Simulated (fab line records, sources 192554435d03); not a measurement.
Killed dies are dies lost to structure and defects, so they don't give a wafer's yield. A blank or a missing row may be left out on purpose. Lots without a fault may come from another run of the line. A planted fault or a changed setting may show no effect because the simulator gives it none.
A struck lot beside a sound one | flow n5_finfet | 28 steps out of a route of 1938
Sound: wafers L677.1, L677.2, L677.5. Struck: wafers L681.2, L681.5, L681.6. The cause comes at the end.
At each step with rows: each side's tool, then ch and its chambers, then its first start. Under that, the readings that differ: sound wafers | struck wafers | difference of the means | sigmas: that difference in standard deviations of wafers without a fault.
alike: readings whose means differ by less than 2 such deviations, and words and numbers that are the same on both sides. not compared: withheld readings, readings that some wafer has no value for, bounds like >300 that may hide the same value, and numbers for which the record gives no deviation and whose values overlap.
The two part at a step that has a row with sigmas, a row that says differs or no value, or rows on one side only. Numbers that don't overlap but have no deviation are shown without sigmas and don't part them. A reading that every wafer of one side lacks parts them only if that side has two wafers or more.

first, 8 steps without rows for these wafers: N5_BEOL_M0_CMP_120 (polishes, stops on SiOC, t overpolish 6.9 s); N5_BEOL_M0_PRE_CLEAN_131 (time 15 s); N5_BEOL_M0_CO_CAP_123 (material Co, precursor CCTBA/H2, target thk 2 nm, time 102.1 s); N5_BEOL_M0_PRE_CLEAN_124 (time 15 s); N5_BEOL_M0_DEP_125 (deposits SiCN from 3MS/NH3, target thk 8 nm, time 14 s); N5_BEOL_M1_ILD_DEP_00 (deposits SiOC from DEMS/O2, target thk 79 nm, time 15.3 s); N5_BEOL_M1_PECVD_72 (deposits SiO2 from TEOS/O2, target thk 16 nm, time 18 s); N5_BEOL_M1_HM_DEP_02 (deposits TiN, target thk 20 nm).
N5_BEOL_M1_COAT_61: time 60 s, resist thk 60 nm.
  sound on litho_track-02 ch 0, day 7 12:07; struck on litho_track-02 ch 0, day 8 15:56
  reading                                  | sound                | struck               | difference | sigmas
  spin_speed_rpm (rpm)                     | 1499.3 1499.5 1500.3 | 1541.7 1543.1 1542.1 | +42.6      | +35
  model.SOC_of_BEOL_M1_COAT_61.thk_nm (nm) | 60.2 60.2 60.2       | 59.2 59.2 59.2       | -1.0       |
then, 11 steps without rows for these wafers: N5_BEOL_M1_COAT_62 (time 60 s, resist thk 12 nm); N5_BEOL_M1_COAT_73 (time 60 s, resist thk 5 nm); N5_BEOL_M1_COAT_05 (resist thk 30 nm); N5_BEOL_M1_EBR_07; N5_BEOL_M1_SOFTBAKE_06 (time 60 s); N5_BEOL_M1_EXPOSE_08 (exposes mask M1); N5_BEOL_M1_PEB_09 (peb time 60 s); N5_BEOL_M1_DEVELOP_10 (develop time 30 s); N5_BEOL_M1_DESCUM_16 (chemistry O2, time 7 s); N5_BEOL_M1_ETCH_74 (etches underlayer in N2/H2, target depth 6.5 nm, time 5.2 s); N5_BEOL_M1_ETCH_63 (etches SiARC in CF4, target depth 15.6 nm, time 26 s).
N5_BEOL_M1_ETCH_64: etches SOC in N2/H2, target depth 75 nm, overetch 15 nm, time 112.5 s.
  sound on rie_diel-02 ch 1,2, day 7 12:42; struck on rie_diel-04 ch 2,3, day 8 16:54
  reading                  | sound             | struck            | difference | sigmas
  model.etch.depth_nm (nm) | 60.28 60.16 60.13 | 59.23 59.23 59.25 | -0.95      |
  alike: drypump_motor_current_A, oes_product_au, rf_vpp_V, showerhead_plenum_p_Torr, temp_c, throttle_valve_pct
  not compared: rf_hours_counter_h
then, 3 steps without rows for these wafers: N5_BEOL_M1_STRIP_65 (strips in N2/H2); N5_BEOL_M1_STRIP_75 (strips in N2/H2); N5_BEOL_M1_STRIP_66 (strips in CF4).
N5_BEOL_M1_HM_OPEN_17: chemistry Cl2/BCl3, target TiN, target depth 20 nm, overetch 6 nm.
  sound on rie_metal-02 ch 0,1, day 7 12:52; struck on rie_metal-03 ch 0,1, day 8 17:04
  reading                                  | sound          | struck       | difference | sigmas
  model.SOC_of_BEOL_M1_COAT_61.thk_nm (nm) | 52.6 52.2 52.4 | 51 51.4 51.2 | -1         |
  alike: bcl3_flow_sccm, drypump_motor_current_A, oes_product_au, throttle_valve_pct
  not compared: rf_hours_counter_h
then, 1 step without rows for these wafers: N5_BEOL_M1_STRIP_19 (strips in O2).
-- the record jumps here: 3 days lie between the struck wafers' starts before and after (it left off in module BEOL_M1 and takes up again in module BEOL_M4, whose first step shown is number 1111 of the route) --
N5_BEOL_M4_RC_MEAS_101:
  sound on prober-01 ch 0, day 10 05:02; struck on prober-01 ch 0, day 12 02:44
  alike: DIBL_N, DIBL_P, IOFF_N, IOFF_P, ION_N, ION_P, SS_N, SS_P, VT_N, VT_P
N5_PASSIVATION_PROBE_49:
  the record has rows for the sound wafers here (prober-02, day 15 11:29) and none for the struck ones

WHERE THEY PART
First at N5_BEOL_M1_COAT_61; last, within this record, at N5_PASSIVATION_PROBE_49.

WHY: what the simulator had put in
Process parameter drift: litho_track-02, from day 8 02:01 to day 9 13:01, at N5_BEOL_M1_COAT_61. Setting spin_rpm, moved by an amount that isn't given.
